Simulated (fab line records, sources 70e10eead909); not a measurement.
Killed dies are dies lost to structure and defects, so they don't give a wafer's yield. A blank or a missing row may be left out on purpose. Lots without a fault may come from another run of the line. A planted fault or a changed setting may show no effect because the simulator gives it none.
A struck lot beside a sound one | flow nand_harc | 14 steps out of a route of 1159
Sound: wafers L698.1, L698.3, L698.4. Struck: wafers L694.3, L694.4, L694.6. The cause comes at the end.
At each step with rows: each side's tool, then ch and its chambers, then its first start. Under that, the readings that differ: sound wafers | struck wafers | difference of the means | sigmas: that difference in standard deviations of wafers without a fault.
alike: readings whose means differ by less than 2 such deviations, and words and numbers that are the same on both sides. not compared: withheld readings, readings that some wafer has no value for, bounds like >300 that may hide the same value, and numbers for which the record gives no deviation and whose values overlap.
The two part at a step that has a row with sigmas, a row that says differs or no value, or rows on one side only. Numbers that don't overlap but have no deviation are shown without sigmas and don't part them. A reading that every wafer of one side lacks parts them only if that side has two wafers or more.

NHARC_A_CONTACT_DESCUM_13: chemistry O2, time 3 s.
  sound on rie_diel-03 ch 1,3, day 22 12:57; struck on rie_diel-09 ch 1,3, day 21 12:38
  alike: drypump_motor_current_A, oes_product_au, rf_vpp_V, showerhead_plenum_p_Torr, throttle_valve_pct
  not compared: rf_hours_counter_h
NHARC_A_CONTACT_ETCH_88: etches the open film in CF4, target depth 39 nm, time 65 s.
  sound on rie_diel-03 ch 0,3, day 22 13:02; struck on rie_diel-09 ch 0,3, day 21 12:43
  reading      | sound             | struck            | difference | sigmas
  rf_vpp_V (V) | 149.0 150.0 149.5 | 153.5 152.8 150.5 | +2.8       | +2
  alike: bias_w, cf4_flow_sccm, drypump_motor_current_A, oes_product_au, showerhead_plenum_p_Torr, throttle_valve_pct
  not compared: rf_hours_counter_h
then, 1 step without rows for these wafers: NHARC_A_CONTACT_ETCH_89 (etches the open film in N2/H2, target depth 260 nm, time 475.3 s).
NHARC_A_CONTACT_ETCH_30: etches the open film in CF4/CHF3, target depth 60.5 nm, time 30.2 s.
  sound on rie_diel-03 ch 0,1; struck on rie_diel-09 ch 0,2
  alike: bias_w, cf4_flow_sccm, drypump_motor_current_A, oes_product_au, rf_vpp_V, showerhead_plenum_p_Torr, throttle_valve_pct
  not compared: rf_hours_counter_h
then, 1 step without rows for these wafers: NHARC_A_CONTACT_ETCH_31 (etches the open film in O2/COS, target depth 2000 nm, time 520 s).
NHARC_A_CONTACT_ETCH_134: etches the open film in C4F8/O2/Ar, time 140 s, target depth 700 nm.
  sound on har_cap_etch-01 ch 0,1, day 22 14:09; struck on har_cap_etch-02 ch 0,1, day 21 13:41
  alike: chamber_pressure_mTorr, oes_air_line_au
  not compared: rf_hours_counter_h
then, 3 steps without rows for these wafers: NHARC_A_CONTACT_ETCH_135 (etches the open film in C4F8/O2/Ar, time 132 s, target depth 1287 nm); NHARC_A_CONTACT_ETCH_136 (etches the open film in C4F8/O2/Ar, time 132 s, target depth 1287 nm); NHARC_A_CONTACT_ETCH_137 (etches the open film in C4F8/O2/Ar, time 132 s, target depth 1287 nm).
NHARC_A_CONTACT_ETCH_138: etches the open film in C4F8/O2/Ar, time 132 s, target depth 1289 nm.
  sound on har_cap_etch-01 ch 0,1, day 22 14:43; struck on har_cap_etch-02 ch 0,1, day 21 14:14
  reading                | sound             | struck            | difference | sigmas
  oes_air_line_au (a.u.) | 1.004 1.035 1.000 | 0.931 1.003 0.975 | -0.043     | -2
  alike: chamber_pressure_mTorr
  not compared: rf_hours_counter_h
then, 2 steps without rows for these wafers: NHARC_A_CONTACT_ETCH_139 (etches the open film in C4F8/O2/Ar, time 137 s, target depth 590 nm); NHARC_A_CONTACT_ETCH_92 (etches the open film in CH3F/O2, target depth 40 nm, time 85.7 s).
NHARC_A_CONTACT_ETCH_98: etches the open film in C4F6/O2, target depth 20 nm, time 10 s.
  sound on rie_diel-01 ch 1,2,3, day 22 15:22; struck on rie_diel-09 ch 0,1,2, day 21 14:53
  no value came back on the struck wafers for any of 8 readings (bias_w (W), c4f6_flow_sccm (sccm) and others); on the sound wafers bias_w (W) reads 501.2 499.3 501.5
NHARC_A_CONTACT_CD_MEAS_15:
  sound on cd_sem-03, day 22 15:27; struck on cd_sem-03, day 21 14:58
  alike: cd_nm

WHERE THEY PART
First at NHARC_A_CONTACT_ETCH_88; last, within this record, at NHARC_A_CONTACT_ETCH_98. Later steps at which nothing parts them and some readings are alike: NHARC_A_CONTACT_CD_MEAS_15.

WHY: what the simulator had put in
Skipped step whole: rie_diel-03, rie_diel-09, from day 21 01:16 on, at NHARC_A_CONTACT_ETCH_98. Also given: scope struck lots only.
